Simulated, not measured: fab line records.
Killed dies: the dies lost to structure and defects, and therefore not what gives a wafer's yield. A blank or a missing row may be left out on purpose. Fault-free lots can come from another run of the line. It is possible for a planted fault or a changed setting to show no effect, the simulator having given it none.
Struck lot and sound lot, side by side | flow nand harc | 15 steps out of a route of 1302
Sound: the wafers L533.1, L533.3, L533.5. Struck: wafer L547.5. (L547.1, L547.6 of the same lot were not struck and are left out.) The cause comes at the end.
At each step with rows: each side's tool, then ch and its chambers, then its first start. Under that, the readings that differ: sound wafers | struck wafers | difference of the means | sigmas: that difference in standard deviations of wafers without a fault.
alike: same words and numbers on both sides, and readings whose means sit less than 2 such deviations apart. not compared: any withheld reading, any reading some wafer has no value for, any bound like >300 that may hide the same value, and any number with overlapping values for which the record gives no deviation.
Wherever a step has rows on one side only, a row that says differs or no value, or a row with sigmas, the two part there. Numbers that have no deviation but don't overlap get no sigmas and don't part them. Lack of a reading on every wafer of one side parts them only where that side has two or more wafers.

NHARC_A_CHANNEL_HOLE_D2_XSEM_32:
  sound on xsem-01 ch 0, day 16 07:56; struck on xsem-02 ch 0, day 21 09:55
  alike: bot cd nm, bow nm, tilt deg
NHARC_A_CHANNEL_HOLE_D2_INSPECT_40:
  sound: defect inspect-01 at day 16 08:02; struck: defect inspect-01 at day 21 10:01
  alike: raw defect count
then, 2 steps without rows for these wafers: NHARC_A_CHANNEL_FILL_D2_PRECLEAN_00 (cleans in SC1); NHARC_A_CHANNEL_FILL_D2_SRD_01.
NHARC_A_CHANNEL_FILL_D2_ALD_02: deposits SiO2, target thk 6 nm, pulse time 10 s, ald cycles 60.
  sound on ald hk-02 ch 0,1,2, day 16 10:08; struck on ald hk-01 ch 3, day 21 10:29
  alike: heater power outer w, heater power w, precursor pulse height rel
NHARC_A_CHANNEL_FILL_D2_ALD_03: deposits SiNx, target thk 6 nm, pulse time 60 s, ald cycles 58.
  sound on ald sin batch-01 ch 0; struck on ald sin batch-01 ch 0
  alike: precursor pulse height rel
then, 1 step without rows for these wafers: NHARC_A_CHANNEL_FILL_D2_ALD_14 (deposits SiO2, target thk 2.5 nm, pulse time 10 s, ald cycles 25).
NHARC_A_CHANNEL_FILL_D2_ALD_15: deposits SiNx, target thk 2 nm, pulse time 60 s, ald cycles 19.
  sound on ald sin batch-02 ch 0; struck on ald sin batch-01 ch 0
  alike: precursor pulse height rel
NHARC_A_CHANNEL_FILL_D2_ALD_16: deposits SiO2, target thk 1.5 nm, pulse time 10 s, ald cycles 15.
  sound on ald hk-03 ch 0,1, day 16 19:43; struck on ald hk-03 ch 0, day 22 00:46
  alike: heater power outer w, heater power w, precursor pulse height rel
then, 3 steps without rows for these wafers: NHARC_A_CHANNEL_FILL_D2_ANNEAL_17 (time 1800 s); NHARC_A_CHANNEL_FILL_D2_CVD_18 (deposits poly-Si, target thk 3 nm); NHARC_A_CHANNEL_FILL_D2_ETCHBACK_19 (etches the open film in HBr/Cl2, target depth 5 nm, time 1.7 s).
NHARC_A_CHANNEL_FILL_D2_ETCHBACK_20: etches the open film in C4F8/O2/Ar, target depth 27 nm, time 13.5 s.
  sound on rie diel-09 ch 0,2, day 17 07:43; struck on rie diel-05 ch 0, day 22 12:49
  reading          | sound          | struck | difference | sigmas
  run length s (s) | 35.2 34.3 34.6 | 30.5   | -4.2       | -10
  alike: oes product au, rf vpp V
  not compared: rf hours counter h
then, 1 step without rows for these wafers: NHARC_A_CHANNEL_FILL_D2_STRIP_28 (strips in O2, time 20 s).
-- jump in the record: it breaks off in module A_CHANNEL_FILL_D2 and resumes in module END (first step shown: number 1302 of the route), and 10 days separate the struck wafers' starts before and after --
NHARC_END_SORT_01:
  sound on prober-01 ch 0, day 27 13:25; struck on prober-01 ch 0, day 32 23:37
  reading             | sound    | struck | difference | sigmas
  killed at array     | 28 23 25 | 332    | +307       | +18
  killed at periphery | 3 1 2    | 8      | +6         | +2
  killed dies         | 32 24 30 | 341    | +312       | +20
  alike: killed at other, killed open, killed short

## WHERE THEY PART
Earliest at NHARC_A_CHANNEL_FILL_D2_ETCHBACK_20; latest, in this record, at NHARC_END_SORT_01.

WHY: whatever the simulator had introduced
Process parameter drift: rie diel-05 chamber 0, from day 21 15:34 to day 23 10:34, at NHARC_A_CHANNEL_FILL_D2_ETCHBACK_20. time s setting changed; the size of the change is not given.
